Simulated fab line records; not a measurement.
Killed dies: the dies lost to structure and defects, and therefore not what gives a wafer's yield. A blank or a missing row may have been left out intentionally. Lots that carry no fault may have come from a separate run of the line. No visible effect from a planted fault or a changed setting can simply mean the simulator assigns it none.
Lot-split experiment    flow n5 finfet    21 wafers read across 7 lots, on a route 1938 steps long

THE SPLIT ITSELF
At N5_BEOL_M7_ETCH_41 (etches SiCN in CH3F/O2, target depth 31.9 nm, time 57.8 s), the setting bias w was moved away from the recipe's 75 W on 4 of the 21 wafers read, by -8.6% to +17.2%. The other wafers ran this setting at the recipe's value.

The reading comes from the split's own step.

THE READING
rf vpp V, in V, at N5_BEOL_M7_ETCH_41 (etches SiCN in CH3F/O2, target depth 31.9 nm, time 57.8 s). On this fab line, fault-free wafers typically give 296.9 V with a standard deviation of 1.8 V.

wafer   tool, chamber at the split  bias w as run, W  against the recipe  rf vpp V, V  against lot-mates on the recipe
L074.2  rie diel-06, 3              75                recipe              296.0        -
L074.4  rie diel-06, 0              75                recipe              299.3        -
L074.6  rie diel-06, 2              75                recipe              299.5        -
L076.1  rie diel-01, 1              75                recipe              300.6        -
L076.2  rie diel-01, 3              75                recipe              295.2        -
L076.3  rie diel-01, 2              75                recipe              296.6        -
L075.1  rie diel-03, 1              75                recipe              293.7        -
L075.3  rie diel-03, 0              75                recipe              297.1        -
L075.4  rie diel-03, 2              75                recipe              295.8        -
L078.1  rie diel-03, 2              75                recipe              295.5        -
L078.5  rie diel-03, 0              68.56             -8.6%               280.8        -14.7
L078.6  rie diel-03, 1              68.56             -8.6%               278.3        -17.2
L083.3  rie diel-03, 1              75                recipe              295.9        -
L083.5  rie diel-03, 2              75                recipe              298.3        -
L083.6  rie diel-03, 1              75                recipe              292.9        -
L088.2  rie diel-01, 3              75                recipe              295.9        -
L088.3  rie diel-01, 2              79.46             +5.9%               307.1        +10.1
L088.4  rie diel-01, 1              75                recipe              298.1        -
L090.1  rie diel-03, 3              87.89             +17.2%              329.9        +32.5
L090.3  rie diel-03, 2              75                recipe              297.4        -
L090.4  rie diel-03, 0              75                recipe              297.4        -

FIT RESULTS
A straight line over all 21 wafers: rf vpp V changes by +1.94 V for each +1% of bias w; r = +0.98; the points scatter about the line by 1.9 V.
The same after taking each lot's own level away (the mean of its wafers on the recipe; 21 wafers): +1.87 V for each +1%; r = +0.99; scatter 1.6 V.
Per that fit: largest bias w move, reading shift of 32 V.
Measured against the standard deviation above, the lots' own levels, which go from 295.50 to 298.27 V, span 1.5 times it.
The two slopes agree, so the slope changes little with the lot-to-lot level.
Check: for one of the wafers moved furthest among these (+17.2%), held out of the fit, the line's prediction against its lot-mates is +31.3 V. Against them it came out at +32.5 V.
Tool readings at the split's step, against how far the setting was moved: rf vpp V r = +0.98.

THE OTHER SPLITS THESE WAFERS WENT THROUGH
Other splits were also applied to these wafers ahead of the reading. Each is held against what the fit with the lots' levels taken away leaves over:
other split on the same wafers     wafers away from the commonest value  r with rf vpp V (lot level and that fit taken away)
N5_BEOL_M2_ETCH_70 time s          6                                     +0.04
N5_BEOL_M3_COAT_22 spin rpm        5                                     -0.06
N5_BEOL_M5_COAT_05 spin rpm        7                                     +0.09
N5_BEOL_M6_HM_DEP_02 target thk a  3                                     -0.08
N5_BEOL_M6_COAT_59 spin rpm        6                                     +0.28
N5_BEOL_M7_HM_DEP_02 target thk a  7                                     +0.09
N5_BEOL_M7_COAT_05 spin rpm        9                                     +0.03
N5_BEOL_M7_TRENCH_ETCH_37 bias w   10                                    -0.03

THE WHOLE CHAIN: every reading that the file lists as answering this split, in the file's order
step                what it does                                               reading                                                         change (the file's fit)              r (the file's)
N5_BEOL_M7_ETCH_41  etches SiCN in CH3F/O2, target depth 31.9 nm, time 57.8 s  rf vpp V                                                        +1.87 V for each +1% of the setting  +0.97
N5_BEOL_M7_ETCH_41  etches SiCN in CH3F/O2, target depth 31.9 nm, time 57.8 s  etch.depth nm (the simulator's own value, which no gauge read)  +0.1 nm for each +1% of the setting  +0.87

THE FILE'S OWN FIT
rf vpp V changes by +1.87 V for each +1% of bias w, r = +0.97.
